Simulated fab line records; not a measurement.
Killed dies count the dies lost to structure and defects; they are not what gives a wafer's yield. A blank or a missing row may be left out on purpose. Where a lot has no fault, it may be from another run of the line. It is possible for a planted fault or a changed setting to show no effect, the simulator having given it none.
Split-lot experiment -- flow n5Finfet -- 21 wafers read from 7 lots, route of 1938 steps

THE SPLIT ITSELF
At N5_GATE_CUT_ALD_22 (deposits SiNx, target thk 16 nm, pulse time 1 s, ald cycles 320), the setting aldCycles was moved away from the recipe's 320 on 8 of the 21 wafers read, by -9.1% to +9.7%. All remaining wafers had this setting at the recipe value.

The split's own step is where the reading is taken.

THE READING
SiNx_of_GATE_CUT_ALD_22.thkNm (the simulator's own value, which no gauge read), in nm, at N5_GATE_CUT_ALD_22 (deposits SiNx, target thk 16 nm, pulse time 1 s, ald cycles 320). The file gives no usual value for it. Across the 13 wafers here that went through the recipe, the average is 16.0 nm and the standard deviation 0.095 nm.

wafer,"tool, chamber at the split",aldCycles as run,against the recipe,"SiNx_of_GATE_CUT_ALD_22.thkNm, nm",against lot-mates on the recipe
L080.2,"aldSin-03, 3,0",340,+6.2%,17,+1.0
L080.4,"aldSin-03, 3,0",340,+6.2%,17,+1.0
L080.6,"aldSin-03, 1",320,recipe,16,-
L081.1,"aldSin-03, 0,3",320,recipe,16,-
L081.3,"aldSin-03, 0,3",320,recipe,16,-
L081.4,"aldSin-03, 2",320,recipe,16.2,-
L082.2,"aldSin-04, 3,0",320,recipe,16,-
L082.5,"aldSin-04, 3,0",320,recipe,16,-
L082.3,"aldSin-04, 0",351,+9.7%,17.4,+1.4
L088.1,"aldSin-03, 0,3,3",320,recipe,16,-
L088.3,"aldSin-03, 0,3,3",320,recipe,16,-
L088.5,"aldSin-03, 0,3,3",320,recipe,16,-
L091.2,"aldSin-01, 3,2",320,recipe,15.8,-
L091.4,"aldSin-01, 3,2",320,recipe,15.8,-
L091.3,"aldSin-01, 0",347,+8.4%,17.2,+1.4
L094.1,"aldSin-01, 1,3",291,-9.1%,14.6,-1.4
L094.5,"aldSin-01, 1,3",291,-9.1%,14.6,-1.4
L094.3,"aldSin-01, 3",320,recipe,16,-
L097.3,"aldSin-01, 0",320,recipe,16,-
L097.4,"aldSin-01, 3",300,-6.2%,15,-1.0
L097.6,"aldSin-01, 0",300,-6.2%,15.2,-0.8
Where a row lists several chambers, the file gives one row for several wafers and doesn't say which wafer went through which chamber.

FIT RESULTS
A straight line over all 21 wafers: SiNx_of_GATE_CUT_ALD_22.thkNm changes by +0.15 nm for each +1% of aldCycles; r = +0.99; the points scatter about the line by 0.092 nm.
The same after taking each lot's own level away (the mean of its wafers on the recipe; 21 wafers): +0.153 nm for each +1%; r = +1.00; scatter 0.062 nm.
That fit puts the effect of the largest move of aldCycles on the reading at 1.5 nm.
From 15.80 to 16.07 nm: that is the span of the lots' own levels, equal to 2.8 times the standard deviation above.
The two slopes are in agreement: the lot-to-lot level therefore moves the slope only a little.
Check: for one of the wafers moved furthest among these (+9.7%), held out of the fit, the line's prediction against its lot-mates is +1.53 nm. It came out at +1.4 nm against them.

THESE WAFERS: OTHER SPLITS
Before the reading, these wafers also passed through other splits. Each is held against what the fit with the lots' levels taken away leaves over:
other split on the same wafers,wafers away from the commonest value,r with SiNx_of_GATE_CUT_ALD_22.thkNm (lot level and that fit taken away)
N5_WELL_APT_EXPOSE_05 doseMj,6,+0.07
N5_WELL_APT_PEB_06 pebTimeS,6,-0.17
N5_PMOS_HMC_CHANNEL_EPI_PEB_07 pebTempC,9,-0.01
N5_PMOS_HMC_CHANNEL_EPI_DEVELOP_08 developTimeS,11,+0.32
N5_SD_EPI_N_PEB_07 pebTempC,7,-0.02
N5_SD_EPI_N_ETCH_45 targetDepthA,10,-0.23
N5_SD_EPI_P_EXPOSE_06 doseMj,5,+0.07

THE WHOLE CHAIN: every reading that the file lists as answering this split, in the file's order
step,what it does,reading,change (the file's fit),r (the file's)
N5_GATE_CUT_ALD_22,"deposits SiNx, target thk 16 nm, pulse time 1 s, ald cycles 320","SiNx_of_GATE_CUT_ALD_22.thkNm (the simulator's own value, which no gauge read)",+0.154 nm for each +1% of the setting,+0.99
N5_GATE_CUT_CMP_23,"polishes, stops on SiO2, t overpolish 23.4 s, target thk 16 nm","SiNx_of_GATE_CUT_ALD_22.thkNm (the simulator's own value, which no gauge read)","not straight: 14.6 at the lowest setting, 15.98 at the recipe, 15.6 at the highest",not given

FILE'S OWN FIT
SiNx_of_GATE_CUT_ALD_22.thkNm changes by +0.154 nm for each +1% of aldCycles, r = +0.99.
